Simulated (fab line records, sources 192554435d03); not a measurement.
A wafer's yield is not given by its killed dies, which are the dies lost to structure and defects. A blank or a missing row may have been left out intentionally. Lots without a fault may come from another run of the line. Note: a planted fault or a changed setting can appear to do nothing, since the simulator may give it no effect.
Split-lot trial	flow n5 finfet	21 wafers read across 7 lots, on a route 1938 steps long

THE SPLIT ITSELF
At N5_FIN_SAQP_SPACER1_ALD_24 (deposits SiO2, target thk 20.3 nm, pulse time 1 s, purge time 2 s), the setting temp c was moved away from the recipe's 300 C on 10 of the 21 wafers read, by -4.0% to +1.9%. For the rest of the wafers, this setting stayed at what the recipe calls for.

SPLIT TO READING: what lies between them in the file, 1 step
- N5_FIN_SAQP_SPACER1_ETCHBACK_25: etches SiO2 in CHF3/O2, target depth 24.4 nm, time 12.2 s

THE READING
FIN_SAQP.cd nm (the simulator's own value, which no gauge read), in nm, at N5_FIN_SAQP_MANDREL1_REMOVE_56 (chemistry HBr/Cl2/O2, target a-Si, stops on SiNx, bt time 10 s). There is no usual value for it anywhere in the file. Across the 11 wafers here that went through the recipe, the average is 20.2 nm and the standard deviation 0.1 nm.

wafer	tool, chamber at the split	temp c as run, C	against the recipe	FIN_SAQP.cd nm, nm	against lot-mates on the recipe
L074.2	ald sin-02, 0	293.9	-2.0%	20.4	+0.2
L074.3	ald sin-02, 1	293.9	-2.0%	20.8	+0.6
L074.6	ald sin-02, 1	300	recipe	20.2	-
L076.1	ald sin-01, 1	300	recipe	20.2	-
L076.5	ald sin-01, 1	300	recipe	20.2	-
L076.4	ald sin-01, 2	289.9	-3.4%	21.2	+1.0
L079.3	ald sin-01, 0	300	recipe	20.4	-
L079.4	ald sin-01, 2,1	295	-1.7%	20.6	+0.2
L079.5	ald sin-01, 2,1	295	-1.7%	20.6	+0.2
L087.3	ald sin-04, 3,0	305.8	+1.9%	20.2	+0.2
L087.4	ald sin-04, 3,0	305.8	+1.9%	19.8	-0.2
L087.6	ald sin-04, 0	300	recipe	20	-
L092.4	ald sin-02, 0	300	recipe	20.2	-
L092.5	ald sin-02, 2,1	300	recipe	20.2	-
L092.6	ald sin-02, 2,1	300	recipe	20	-
L094.4	ald sin-04, 3	288	-4.0%	21.2	+1.0
L094.5	ald sin-04, 0	288	-4.0%	21	+0.8
L094.6	ald sin-04, 1	300	recipe	20.2	-
L097.3	ald sin-02, 1,3	300	recipe	20.2	-
L097.5	ald sin-02, 1,3	300	recipe	20.2	-
L097.6	ald sin-02, 0	290	-3.3%	21	+0.8
Where a row lists several chambers, the file gives one row for several wafers and doesn't say which wafer went through which chamber.

THE FIT
A straight line over all 21 wafers: FIN_SAQP.cd nm changes by -0.217 nm for each +1% of temp c; r = -0.93; the points scatter about the line by 0.16 nm.
The same after taking each lot's own level away (the mean of its wafers on the recipe; 21 wafers): -0.19 nm for each +1%; r = -0.88; scatter 0.18 nm.
Per that fit: largest temp c move, reading shift of 0.76 nm.
From 20.00 to 20.40 nm: that is the span of the lots' own levels, equal to 3.9 times the standard deviation above.
Thus the slope moves with the lot-to-lot level: the two fits are different.
Check: +0.775 nm against its lot-mates is what the line predicts for one of the wafers moved furthest among these (-4.0%) when that wafer is left out of the fit. It came out at +1 nm against them.

OTHER SPLITS APPLIED TO THESE WAFERS
Note: prior to the reading, these wafers also went through further splits. Each is held against what the fit with the lots' levels taken away leaves over:
other split on the same wafers	wafers away from the commonest value	r with FIN_SAQP.cd nm (lot level and that fit taken away)
N5_FIN_SAQP_HM_DEP_03 time s	5	+0.46

THE WHOLE CHAIN: every reading that the file lists as answering this split, in the file's order
step	what it does	reading	change (the file's fit)	r (the file's)
N5_FIN_SAQP_SPACER1_ALD_24	deposits SiO2, target thk 20.3 nm, pulse time 1 s, purge time 2 s	SiO2_of_FIN_SAQP_SPACER1_ALD_24.thk nm (the simulator's own value, which no gauge read)	-0.224 nm for each +1% of the setting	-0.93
N5_FIN_SAQP_MANDREL1_REMOVE_56	chemistry HBr/Cl2/O2, target a-Si, stops on SiNx, bt time 10 s	FIN_SAQP.cd nm (the simulator's own value, which no gauge read)	-0.22 nm for each +1% of the setting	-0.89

FILE'S OWN FIT
FIN_SAQP.cd nm changes by -0.22 nm for each +1% of temp c, r = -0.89.
